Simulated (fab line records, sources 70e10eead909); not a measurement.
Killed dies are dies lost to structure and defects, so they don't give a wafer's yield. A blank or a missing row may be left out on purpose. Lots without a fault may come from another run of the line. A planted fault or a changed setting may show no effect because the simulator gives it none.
Which tool did it? | flow nand_harc | 14 lots, 42 wafers sampled, at 5 steps of a route of 1302

WHAT THE GAUGES READ, wafer by wafer
The record holds no reading of a measuring or inspecting step that can be judged against a usual standard deviation.

WHICH TOOL RAN EACH LOT (tool, then ch and the chambers of the sampled wafers, then the start)
lot  | NHARC_A_CONTACT_ETCH_92            | NHARC_A_CONTACT_CMP_20        | NHARC_A_BLC_STRIP_21               | NHARC_A_BLC_CVD_24            | NHARC_A_BLC_CMP_25
L456 | rie_diel-05 ch 0,3, day 23 01:26   | cmp-02 ch 0,1,2, day 23 03:45 | rie_diel-11 ch 1,2, day 23 06:10   | cvd_w-02 ch 0,1, day 23 07:11 | cmp-03 ch 2,3, day 23 07:34
L457 | rie_diel-05 ch 1,2, day 23 07:31   | cmp-01 ch 0,2,3, day 23 09:51 | rie_diel-11 ch 0,1,2, day 23 11:56 | cvd_w-01 ch 0,1, day 23 13:04 | cmp-03 ch 0,2,3, day 23 13:26
L458 | rie_diel-09 ch 0,2, day 24 15:12   | cmp-01 ch 0,1,2, day 24 20:46 | rie_diel-08 ch 0,1,3, day 24 23:14 | cvd_w-02 ch 0,1, day 25 00:07 | cmp-02 ch 0,1,2, day 25 00:38
L459 | rie_diel-13 ch 0,1,2, day 25 00:01 | cmp-03 ch 0,1,3, day 25 02:17 | rie_diel-01 ch 1,2, day 25 04:40   | cvd_w-02 ch 0,1, day 25 05:44 | cmp-04 ch 0,2,3, day 25 06:08
L460 | rie_diel-13 ch 0,1,3, day 25 03:37 | cmp-02 ch 0,1,2, day 25 06:07 | rie_diel-08 ch 0,3, day 25 08:26   | cvd_w-02 ch 0,1, day 25 09:30 | cmp-02 ch 2,3, day 25 09:53
L462 | rie_diel-13 ch 1,2, day 25 06:04   | cmp-02 ch 0,1, day 25 08:17   | rie_diel-08 ch 0,1,2, day 25 10:44 | cvd_w-01 ch 0,1, day 25 11:35 | cmp-02 ch 1,2,3, day 25 12:10
L463 | rie_diel-13 ch 0,2,3, day 25 22:58 | cmp-02 ch 0,3, day 26 01:34   | rie_diel-01 ch 1,3, day 26 04:00   | cvd_w-01 ch 0,1, day 26 05:01 | cmp-02 ch 2,3, day 26 05:24
L464 | rie_diel-13 ch 0,1,2, day 25 23:51 | cmp-01 ch 2,3, day 26 02:10   | rie_diel-08 ch 0,3, day 26 04:24   | cvd_w-02 ch 0,1, day 26 05:16 | cmp-04 ch 0,2, day 26 05:49
L466 | rie_diel-13 ch 1,2,3, day 26 14:59 | cmp-02 ch 0,1,2, day 26 17:15 | rie_diel-11 ch 0,1,3, day 26 19:30 | cvd_w-01 ch 0,1, day 26 20:22 | cmp-03 ch 0,1,2, day 26 20:55
L467 | rie_diel-09 ch 0,1,3, day 27 10:17 | cmp-01 ch 0,1,2, day 27 12:53 | rie_diel-08 ch 0,1,3, day 27 15:06 | cvd_w-01 ch 0,1, day 27 15:58 | cmp-04 ch 0,2,3, day 27 16:29
L469 | rie_diel-13 ch 1,2, day 28 03:59   | cmp-03 ch 0,1,3, day 28 06:16 | rie_diel-08 ch 0,3, day 28 08:24   | cvd_w-01 ch 1, day 28 09:22   | cmp-04 ch 1,3, day 28 10:35
L474 | rie_diel-13 ch 0,1,3, day 30 17:01 | cmp-01 ch 0,1,3, day 30 19:15 | rie_diel-11 ch 2,3, day 30 21:29   | cvd_w-01 ch 0, day 30 22:22   | cmp-04 ch 0,1,2, day 31 00:55
L477 | rie_diel-13 ch 0,3, day 31 11:11   | cmp-02 ch 1,3, day 31 13:26   | rie_diel-11 ch 0,2, day 31 15:40   | cvd_w-01 ch 0,1, day 31 16:41 | cmp-04 ch 1,3, day 31 17:06
L478 | rie_diel-05 ch 1,2,3, day 32 06:32 | cmp-02 ch 0,3, day 32 08:46   | rie_diel-11 ch 1,2,3, day 32 11:02 | cvd_w-01 ch 0,1, day 32 12:01 | cmp-02 ch 0,3, day 32 12:28
- NHARC_A_CONTACT_ETCH_92: etches the open film in CH3F/O2, target depth 40 nm, time 85.7 s.
- NHARC_A_CONTACT_CMP_20: polishes, t overpolish 30 s, target thk 300 nm.
- NHARC_A_BLC_STRIP_21: strips in O2.
- NHARC_A_BLC_CVD_24: deposits W, target thk 150 nm, time 434 s.
- NHARC_A_BLC_CMP_25: polishes, t overpolish 30 s, target thk 150 nm.

WHAT THE TOOLS THEMSELVES READ (means of the sampled wafers that have a number; where no wafer has one, the mark that the record gives instead)
NHARC_A_CONTACT_ETCH_92. Usual: drypump_motor_current_A 5.6 A, standard deviation 0.38; oes_product_au 0.95 a.u., standard deviation 0.034; rf_vpp_V 244.0 V, standard deviation 1.3; showerhead_plenum_p_Torr 2.44 Torr, standard deviation 0.068; throttle_valve_pct 20.663 %, standard deviation 0.0088.
lot  | tool        | drypump_motor_current_A (A) | oes_product_au (a.u.) | rf_vpp_V (V) | showerhead_plenum_p_Torr (Torr) | throttle_valve_pct (%) | flag
L456 | rie_diel-05 | 6.2                         | 1.00                  | 244.5        | 2.48                            | 20.665                 |
L457 | rie_diel-05 | 4.9                         | 0.91                  | 244.5        | 2.46                            | 20.654                 |
L458 | rie_diel-09 | 5.9                         | 0.93                  | 243.6        | 2.36                            | 20.658                 |
L459 | rie_diel-13 | 5.7                         | 0.92                  | 243.5        | 2.45                            | 20.661                 |
L460 | rie_diel-13 | 5.5                         | 1.01                  | 243.3        | 2.42                            | 20.666                 |
L462 | rie_diel-13 | 5.8                         | 0.93                  | 244.4        | 2.48                            | 20.661                 |
L463 | rie_diel-13 | 5.7                         | 0.92                  | 244.3        | 2.47                            | 20.661                 |
L464 | rie_diel-13 | 5.7                         | 0.93                  | 243.5        | 2.45                            | 20.664                 |
L466 | rie_diel-13 | 5.6                         | 0.95                  | 245.0        | 2.46                            | 20.660                 |
L467 | rie_diel-09 | 5.7                         | 0.92                  | 243.9        | 2.44                            | 20.660                 |
L469 | rie_diel-13 | 5.6                         | 0.91                  | 244.4        | 2.43                            | 20.667                 |
L474 | rie_diel-13 | 5.5                         | 1.00                  | 243.8        | 2.41                            | 20.663                 |
L477 | rie_diel-13 | 5.4                         | 1.00                  | 244.0        | 2.44                            | 20.664                 |
L478 | rie_diel-05 | 5.4                         | 0.93                  | 244.0        | 2.48                            | 20.663                 |

NHARC_A_CONTACT_CMP_20. Usual: motor_current_A 12.0 A, standard deviation 1.2; overpolish_run_s 30.000 s, standard deviation 0.009; slurry_filter_dp_kPa 13.49 kPa, standard deviation 0.14; time_to_endpoint_s 59.0 s, standard deviation 2.6.
lot  | tool   | motor_current_A (A) | overpolish_run_s (s) | slurry_filter_dp_kPa (kPa) | time_to_endpoint_s (s) | flag
L456 | cmp-02 | 12.2                | 29.991               | 13.59                      | 61.0                   |
L457 | cmp-01 | 12.7                | 30.005               | 13.38                      | 62.4                   |
L458 | cmp-01 | 12.5                | 30.004               | 13.42                      | 57.5                   |
L459 | cmp-03 | 11.8                | 30.008               | 13.45                      | 57.3                   |
L460 | cmp-02 | 11.8                | 30.003               | 13.46                      | 58.4                   |
L462 | cmp-02 | 11.9                | 30.002               | 13.54                      | 60.0                   |
L463 | cmp-02 | 12.3                | 30.004               | 13.46                      | 62.2                   |
L464 | cmp-01 | 12.7                | 30.006               | 13.53                      | 57.7                   |
L466 | cmp-02 | 11.8                | 29.998               | 13.49                      | 56.8                   |
L467 | cmp-01 | 12.4                | 30.005               | 13.48                      | 55.1                   |
L469 | cmp-03 | 11.7                | 30.001               | 13.44                      | 57.1                   |
L474 | cmp-01 | 12.6                | 30.002               | 13.41                      | 59.4                   |
L477 | cmp-02 | 9.9                 | 29.990               | 13.52                      | 59.5                   |
L478 | cmp-02 | 12.1                | 29.998               | 13.37                      | 60.9                   |

NHARC_A_BLC_STRIP_21. Usual: drypump_motor_current_A 5.7 A, standard deviation 0.62; oes_product_au 1.000 a.u., standard deviation 0.0075; rf_vpp_V 57.7 V, standard deviation 0.94; showerhead_plenum_p_Torr 3.49 Torr, standard deviation 0.16; throttle_valve_pct 17.036 %, standard deviation 0.0094.
lot  | tool        | drypump_motor_current_A (A) | oes_product_au (a.u.) | rf_vpp_V (V) | showerhead_plenum_p_Torr (Torr) | throttle_valve_pct (%) | flag
L456 | rie_diel-11 | 6.2                         | 0.994                 | 57.5         | 3.40                            | 17.032                 |
L457 | rie_diel-11 | 5.9                         | 0.997                 | 57.5         | 3.46                            | 17.030                 |
L458 | rie_diel-08 | 5.6                         | 1.003                 | 57.8         | 3.52                            | 17.028                 |
L459 | rie_diel-01 | 6.3                         | 1.013                 | 59.0         | 3.68                            | 17.039                 |
L460 | rie_diel-08 | 5.1                         | 1.001                 | 56.4         | 3.37                            | 17.032                 |
L462 | rie_diel-08 | 5.9                         | 1.007                 | 58.1         | 3.53                            | 17.035                 |
L463 | rie_diel-01 | 6.1                         | 0.992                 | 58.8         | 3.75                            | 17.036                 |
L464 | rie_diel-08 | 5.4                         | 0.992                 | 56.6         | 3.43                            | 17.028                 |
L466 | rie_diel-11 | 5.9                         | 1.000                 | 56.8         | 3.42                            | 17.036                 |
L467 | rie_diel-08 | 5.6                         | 1.008                 | 57.7         | 3.51                            | 17.039                 |
L469 | rie_diel-08 | 5.1                         | 0.999                 | 57.5         | 3.36                            | 17.046                 |
L474 | rie_diel-11 | 5.1                         | 0.994                 | 57.1         | 3.34                            | 17.038                 |
L477 | rie_diel-11 | 5.4                         | 1.005                 | 57.9         | 3.46                            | 17.032                 |
L478 | rie_diel-11 | 5.7                         | 0.999                 | 57.2         | 3.36                            | 17.033                 |

NHARC_A_BLC_CVD_24. Usual: chamber_pressure_Torr 40.00 Torr, standard deviation 0.076; heater_power_w 447 W, standard deviation 26; mfc_h2_sccm 1600 sccm, standard deviation 5.3; mfc_wf6_sccm 40.01 sccm, standard deviation 0.11; throttle_valve_pct 8.04 %, standard deviation 0.2.
lot  | tool     | chamber_pressure_Torr (Torr) | heater_power_w (W) | mfc_h2_sccm (sccm) | mfc_wf6_sccm (sccm) | throttle_valve_pct (%) | flag
L456 | cvd_w-02 | 40.04                        | 412                | 1601               | 39.89               | 8.08                   |
L457 | cvd_w-01 | 40.06                        | 448                | 1593               | 39.99               | 7.96                   |
L458 | cvd_w-02 | 40.06                        | 411                | 1601               | 40.12               | 7.93                   |
L459 | cvd_w-02 | 39.99                        | 416                | 1600               | 40.03               | 8.12                   |
L460 | cvd_w-02 | 40.01                        | 431                | 1602               | 39.97               | 8.33                   |
L462 | cvd_w-01 | 39.99                        | 452                | 1600               | 40.14               | 8.00                   |
L463 | cvd_w-01 | 39.99                        | 468                | 1598               | 40.03               | 7.92                   |
L464 | cvd_w-02 | 40.09                        | 434                | 1594               | 40.05               | 8.34                   |
L466 | cvd_w-01 | 40.01                        | 451                | 1603               | 40.00               | 8.01                   |
L467 | cvd_w-01 | 40.02                        | 462                | 1603               | 40.09               | 7.85                   |
L469 | cvd_w-01 | 40.00                        | 474                | 1597               | 40.06               | 7.86                   |
L474 | cvd_w-01 | 39.95                        | 436                | 1601               | 39.94               | 8.07                   |
L477 | cvd_w-01 | 40.02                        | 451                | 1597               | 40.00               | 8.15                   |
L478 | cvd_w-01 | 39.94                        | 439                | 1595               | 40.04               | 7.92                   |

NHARC_A_BLC_CMP_25. Usual: motor_current_A 11.5 A, standard deviation 1.3; overpolish_run_s 30.000 s, standard deviation 0.0095; slurry_filter_dp_kPa 13.50 kPa, standard deviation 0.13; time_to_endpoint_s 30.1 s, standard deviation 2.1.
lot  | tool   | motor_current_A (A) | overpolish_run_s (s) | slurry_filter_dp_kPa (kPa) | time_to_endpoint_s (s) | flag
L456 | cmp-03 | 12.2                | 30.003               | 13.37                      | 30.0                   |
L457 | cmp-03 | 12.1                | 29.998               | 13.57                      | 29.1                   |
L458 | cmp-02 | 12.7                | 29.991               | 13.51                      | 28.2                   |
L459 | cmp-04 | 11.8                | 30.003               | 13.47                      | 29.0                   |
L460 | cmp-02 | 11.1                | 30.005               | 13.70                      | 31.3                   |
L462 | cmp-02 | 11.3                | 29.995               | 13.48                      | 29.3                   |
L463 | cmp-02 | 12.5                | 30.006               | 13.43                      | 32.3                   |
L464 | cmp-04 | 11.1                | 29.995               | 13.59                      | 32.2                   |
L466 | cmp-03 | 11.8                | 29.998               | 13.48                      | 28.4                   |
L467 | cmp-04 | 11.6                | 30.006               | 13.52                      | 30.5                   |
L469 | cmp-04 | 10.7                | 30.003               | 13.43                      | 61.3                   | OFF
L474 | cmp-04 | 11.5                | 29.993               | 13.56                      | 63.0                   | OFF
L477 | cmp-04 | 10.2                | 29.998               | 13.46                      | 30.5                   |
L478 | cmp-02 | 11.7                | 30.006               | 13.58                      | 31.4                   |

THE ANSWER, worked out from the rows above alone
Rule: a lot is off if the mean of its wafers that have a number lies more than 3 standard deviations from the usual mean. A lot without any number at a reading at which 4 lots or more have one is off too. The other lots that the step has rows for count as sound. The gauges are gone through in route order, then the tools' own readings, and for those a lot's mean is taken as printed above. The first step at which some lot is off is used, and at that step the reading that is off furthest; a lot without a number counts as furthest.
Off: L469, L474, at NHARC_A_BLC_CMP_25 (time_to_endpoint_s).
A tool fits if, at that step or a process step before it, it ran every lot that is off, and no sound lot after the first of them. None of those tried fits.

WHAT THE SIMULATOR HAD PUT IN
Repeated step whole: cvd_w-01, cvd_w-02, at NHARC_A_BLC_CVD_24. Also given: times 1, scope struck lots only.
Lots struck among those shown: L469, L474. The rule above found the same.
